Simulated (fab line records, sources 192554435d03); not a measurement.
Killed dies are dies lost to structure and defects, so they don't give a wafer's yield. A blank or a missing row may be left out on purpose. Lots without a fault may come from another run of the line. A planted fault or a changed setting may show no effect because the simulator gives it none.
Split-lot experiment | flow n5_finfet | 7 lots, 21 wafers read, on a route of 1938 steps

THE SPLIT
At N5_SD_EPI_N_EPI_21 (deposits Si:P, time 690 s), the setting time_s was moved away from the recipe's 690 s on 8 of the 21 wafers read, by -16.6% to +12.5%. The other wafers ran this setting at the recipe's value.

FROM THE SPLIT TO THE READING: what the file shows between them, 5 steps
- N5_SD_EPI_N_EPI_MEAS_23
- N5_SD_EPI_N_PRECLEAN_24: cleans in O3/DIW, time 60 s
- N5_SD_EPI_N_SRD_25: time 30 s
- N5_SD_ACTIVATION_RTA_00: time 0 s
- N5_SD_ACTIVATION_LSA_01: time 0.0008 s

THE READING
RS_SD_N, in ohm/sq, at N5_SD_ACTIVATION_RS_MEAS_03 (measures by four-point-probe). Fault-free wafers of this fab line usually give 21.9 ohm/sq, standard deviation 0.33 ohm/sq.

wafer  | tool, chamber at the split | time_s as run, s | against the recipe | RS_SD_N, ohm/sq | against lot-mates on the recipe
L074.2 | epi_rpcvd-04, 0            | 690              | recipe             | 21.9            | -
L074.4 | epi_rpcvd-04, 0            | 583.4            | -15.4%             | 24.3            | +2.4
L074.6 | epi_rpcvd-04, 0            | 583.4            | -15.4%             | 24.4            | +2.5
L076.1 | epi_rpcvd-03, 0            | 582.8            | -15.5%             | 24.0            | +2.3
L076.2 | epi_rpcvd-03, 0            | 582.8            | -15.5%             | 23.8            | +2.1
L076.4 | epi_rpcvd-03, 0            | 690              | recipe             | 21.7            | -
L077.1 | epi_rpcvd-02, 0            | 690              | recipe             | 21.7            | -
L077.2 | epi_rpcvd-02, 0            | 601.2            | -12.9%             | 23.7            | +2.1
L077.6 | epi_rpcvd-02, 0            | 690              | recipe             | 21.5            | -
L085.1 | epi_rpcvd-02, 0            | 776.4            | +12.5%             | 19.9            | -1.9
L085.5 | epi_rpcvd-02, 0            | 690              | recipe             | 21.6            | -
L085.6 | epi_rpcvd-02, 0            | 690              | recipe             | 21.9            | -
L089.1 | epi_rpcvd-03, 0            | 690              | recipe             | 22.6            | -
L089.3 | epi_rpcvd-03, 0            | 690              | recipe             | 22.4            | -
L089.6 | epi_rpcvd-03, 0            | 690              | recipe             | 22.4            | -
L095.1 | epi_rpcvd-04, 0            | 690              | recipe             | 22.5            | -
L095.2 | epi_rpcvd-04, 0            | 575.7            | -16.6%             | 25.6            | +3.1
L095.6 | epi_rpcvd-04, 0            | 575.7            | -16.6%             | 25.2            | +2.7
L096.1 | epi_rpcvd-03, 0            | 690              | recipe             | 22.1            | -
L096.4 | epi_rpcvd-03, 0            | 690              | recipe             | 21.9            | -
L096.5 | epi_rpcvd-03, 0            | 690              | recipe             | 22.1            | -

THE FIT
A straight line over all 21 wafers: RS_SD_N changes by -0.16 ohm/sq for each +1% of time_s; r = -0.95; the points scatter about the line by 0.44 ohm/sq.
The same after taking each lot's own level away (the mean of its wafers on the recipe; 21 wafers): -0.158 ohm/sq for each +1%; r = -0.99; scatter 0.17 ohm/sq.
On that fit, the largest move of time_s shifts the reading by 2.6 ohm/sq.
The lots' own levels span 21.60 to 22.50 ohm/sq, that is 2.7 times the standard deviation above.
So the lot-to-lot level changes the slope little: the two slopes agree.
Check: with one of the wafers moved furthest among these (-16.6%) left out of the fit, the line predicts +2.54 ohm/sq for it against its lot-mates. It came out at +3.1 ohm/sq against them.

OTHER SPLITS ON THESE WAFERS
These wafers also went through other splits before the reading. Each is held against what the fit with the lots' levels taken away leaves over:
other split on the same wafers    | wafers away from the commonest value | r with RS_SD_N (lot level and that fit taken away)
N5_WELL_APT_COAT_02 spin_rpm      | 9                                    | +0.34
N5_WELL_APT_EXPOSE_22 dose_mj     | 12                                   | -0.08
N5_WELL_APT_PEB_23 peb_time_s     | 2                                    | +0.03
N5_FIN_SAQP_SPACER2_ALD_28 temp_c | 8                                    | +0.00
N5_FIN_SAQP_FIN_ETCH_36 icp_w     | 8                                    | +0.34
N5_FIN_CUT_COAT_19 spin_rpm       | 7                                    | +0.01
N5_DUMMY_GATE_COAT_28 spin_rpm    | 8                                    | -0.22

THE WHOLE CHAIN: every reading that the file lists as answering this split, in the file's order
step                        | what it does                 | reading                                                                         | change (the file's fit)              | r (the file's)
N5_SD_EPI_N_EPI_21          | deposits Si:P, time 690 s    | Si-P_of_SD_EPI_N_EPI_21.thk_nm (the simulator's own value, which no gauge read) | +0.38 nm for each +1% of the setting | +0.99
N5_SD_EPI_N_EPI_MEAS_23     |                              | thk_nm                                                                          | withheld for each +1% of the setting | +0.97
N5_SD_ACTIVATION_RS_MEAS_03 | measures by four-point-probe | RS_SD_N                                                                         | -0.156 for each +1% of the setting   | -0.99

THE FILE'S OWN FIT
RS_SD_N changes by -0.156 ohm/sq for each +1% of time_s, r = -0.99.
